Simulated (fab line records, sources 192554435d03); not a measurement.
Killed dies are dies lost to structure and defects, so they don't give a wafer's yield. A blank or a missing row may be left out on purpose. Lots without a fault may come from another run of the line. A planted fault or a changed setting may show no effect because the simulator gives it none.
One fault seen from 2 desks | flow n5_finfet | each desk has only its own numbers; what lay behind them comes last

THE TOOL OWNER'S DESK: litho_track-04
The tool's own readings at N5_BEOL_M0_CUTY_COAT_51 (resist thk 150 nm): means of the sampled wafers that have a number, for each lot that ran on this tool. A lot is out of limits, marked OUT, if its mean lies more than 4 standard deviations from the usual mean; the brackets give that distance.
Columns: A = spin_speed_rpm at N5_BEOL_M0_CUTY_COAT_51, usual 1500.1 rpm
lot  | first seen here | A
L567 | day 6 18:37     | 1499.8
L568 | day 7 00:44     | 1499.6
L581 | day 10 08:13    | 1437.0 (-77) OUT
L582 | day 10 13:35    | 1437.5 (-76) OUT
This desk's finding: out of limits on L581, L582; first on L581, day 10 08:13 (spin_speed_rpm at N5_BEOL_M0_CUTY_COAT_51). In limits: L567, L568.

THE METROLOGY DESK
What the gauges read, lot by lot, whatever tool the lot ran on: means of the sampled wafers that have a number. A lot is out of limits, marked OUT, if its mean lies more than 4 standard deviations from the usual mean; the brackets give that distance. Of its 11 readings 7 are shown: those that lie furthest out on some lot.
Columns: A = DIBL_N at N5_BEOL_M4_RC_MEAS_101, usual 36.5 mV/V; B = DIBL_P at N5_BEOL_M4_RC_MEAS_101, usual 36.9 mV/V; C = IOFF_N at N5_BEOL_M4_RC_MEAS_101, usual 0.17 nA/um; D = IOFF_P at N5_BEOL_M4_RC_MEAS_101, usual 0.22 nA/um; E = ION_N at N5_BEOL_M4_RC_MEAS_101, usual 671 uA/um; F = SS_N at N5_BEOL_M4_RC_MEAS_101, usual 71.6 mV/dec; G = SS_P at N5_BEOL_M4_RC_MEAS_101, usual 73.5 mV/dec
lot  | first seen here | A    | B    | C    | D    | E   | F    | G
L567 | day 6 18:50     | 34.5 | 34.1 | 0.13 | 0.17 | 646 | 71.6 | 72.5
L566 | day 7 00:22     | 36.3 | 35.8 | 0.15 | 0.21 | 660 | 71.6 | 72.9
L568 | day 7 00:58     | 35.8 | 37.0 | 0.17 | 0.25 | 673 | 71.3 | 73.4
L569 | day 7 05:25     | 35.9 | 37.1 | 0.17 | 0.21 | 672 | 71.9 | 74.1
L571 | day 7 19:05     | 35.9 | 35.3 | 0.14 | 0.19 | 653 | 72.3 | 73.3
L578 | day 9 14:24     | 37.9 | 39.3 | 0.19 | 0.24 | 677 | 72.3 | 73.7
L581 | day 10 08:26    | 36.1 | 36.7 | 0.16 | 0.19 | 664 | 70.8 | 73.6
L582 | day 10 13:55    | 36.6 | 37.4 | 0.17 | 0.20 | 669 | 71.9 | 73.4
L584 | day 11 02:27    | 37.0 | 35.8 | 0.14 | 0.20 | 651 | 71.5 | 73.4
L586 | day 11 13:49    | 41.2 | 43.5 | 0.26 | 0.31 | 686 | 72.8 | 74.8
This desk's finding: nothing out of limits on any of the 10 lots.

PUT TOGETHER
The tool owner's desk could have raised an alarm at day 10 08:13, on L581, L582.
The metrology desk saw nothing out of limits.
The metrology desk has L581, L582 on record, within its limits.
Of the lots named, all ran N5_BEOL_M0_CUTY_COAT_51 on litho_track-04.

WHAT THE SIMULATOR HAD PUT IN
Process parameter drift: litho_track-04, from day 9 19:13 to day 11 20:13, at N5_BEOL_M0_CUTY_COAT_51. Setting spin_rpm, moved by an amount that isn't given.
Lots struck among those shown: L581, L582.
Hours from the fault's start to each desk's first reading out of limits: the tool owner's desk, 13.
